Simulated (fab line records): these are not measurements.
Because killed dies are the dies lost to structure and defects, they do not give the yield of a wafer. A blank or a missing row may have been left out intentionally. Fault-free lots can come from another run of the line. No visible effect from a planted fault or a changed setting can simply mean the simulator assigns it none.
Split-lot study ; flow n5_finfet ; 21 wafers read from 7 lots, route of 1938 steps

== THE SPLIT ==
At N5_BEOL_M11_ETCH_62 (etches SOC in N2/H2, target depth 110 nm, overetch 22 nm, time 165 s), the setting time_s was moved away from the recipe's 165 s on 6 of the 21 wafers read, by -14.8% to +17.3%. For the rest of the wafers, this setting stayed at what the recipe calls for.

The reading is taken at the split's own step.

== THE READING ==
SiARC_of_BEOL_M11_COAT_60.thk_nm (the simulator's own value, which no gauge read), in nm, at N5_BEOL_M11_ETCH_62 (etches SOC in N2/H2, target depth 110 nm, overetch 22 nm, time 165 s). There is no usual value for it anywhere in the file. The 15 wafers here that ran the recipe average 23.6 nm, standard deviation 0.1 nm.

wafer;tool, chamber at the split;time_s as run, s;against the recipe;SiARC_of_BEOL_M11_COAT_60.thk_nm, nm;against lot-mates on the recipe
L074.1;rie_diel-02, 2,3,3;165;recipe;23.6;-
L074.3;rie_diel-02, 2,3,3;165;recipe;23.6;-
L074.5;rie_diel-02, 2,3,3;165;recipe;23.6;-
L075.2;rie_diel-02, 1;141.6;-14.2%;24.4;+0.7
L075.3;rie_diel-02, 0;165;recipe;23.6;-
L075.5;rie_diel-02, 3;165;recipe;23.8;-
L080.1;rie_diel-06, 0;147.3;-10.7%;24.2;+0.7
L080.2;rie_diel-06, 2;165;recipe;23.6;-
L080.6;rie_diel-06, 3;165;recipe;23.4;-
L079.2;rie_diel-02, 3;193.5;+17.3%;22.8;-1.0
L079.3;rie_diel-02, 0;193.5;+17.3%;22.6;-1.2
L079.4;rie_diel-02, 1;165;recipe;23.8;-
L083.1;rie_diel-02, 3,2,0;165;recipe;23.6;-
L083.3;rie_diel-02, 3,2,0;165;recipe;23.6;-
L083.6;rie_diel-02, 3,2,0;165;recipe;23.6;-
L084.1;rie_diel-02, 0;165;recipe;23.4;-
L084.2;rie_diel-02, 1,3;165;recipe;23.6;-
L084.3;rie_diel-02, 1,3;165;recipe;23.6;-
L096.1;rie_diel-02, 1,2;140.6;-14.8%;24.4;+0.8
L096.3;rie_diel-02, 1,2;140.6;-14.8%;24.4;+0.8
L096.4;rie_diel-02, 3;165;recipe;23.6;-
If several chambers appear in one row, that row covers several wafers at once and the file leaves open which wafer was in which chamber.

THE FIT
A straight line over all 21 wafers: SiARC_of_BEOL_M11_COAT_60.thk_nm changes by -0.0536 nm for each +1% of time_s; r = -0.98; the points scatter about the line by 0.098 nm.
The same after taking each lot's own level away (the mean of its wafers on the recipe; 21 wafers): -0.0588 nm for each +1%; r = -0.99; scatter 0.082 nm.
Per that fit: largest time_s move, reading shift of 1 nm.
The lots' own levels span 23.50 to 23.80 nm, that is 2.9 times the standard deviation above.
Consequently the slope shifts little with the lot-to-lot level, the two slopes agreeing.
Check: with one of the wafers moved furthest among these (+17.3%) left out of the fit, the line predicts -1.05 nm for it against its lot-mates. It came out at -1 nm against them.

== OTHER SPLITS APPLIED TO THESE WAFERS ==
Other splits were also applied to these wafers ahead of the reading. Each is held against what the fit with the lots' levels taken away leaves over:
other split on the same wafers;wafers away from the commonest value;r with SiARC_of_BEOL_M11_COAT_60.thk_nm (lot level and that fit taken away)
N5_BEOL_M9_CMP_52 down_force_psi;5;+0.03
N5_BEOL_M10_ILD_DEP_00 temp_c;4;-0.02

== THE FILE'S OWN FIT ==
SiARC_of_BEOL_M11_COAT_60.thk_nm changes by -0.0579 nm for each +1% of time_s, r = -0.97.
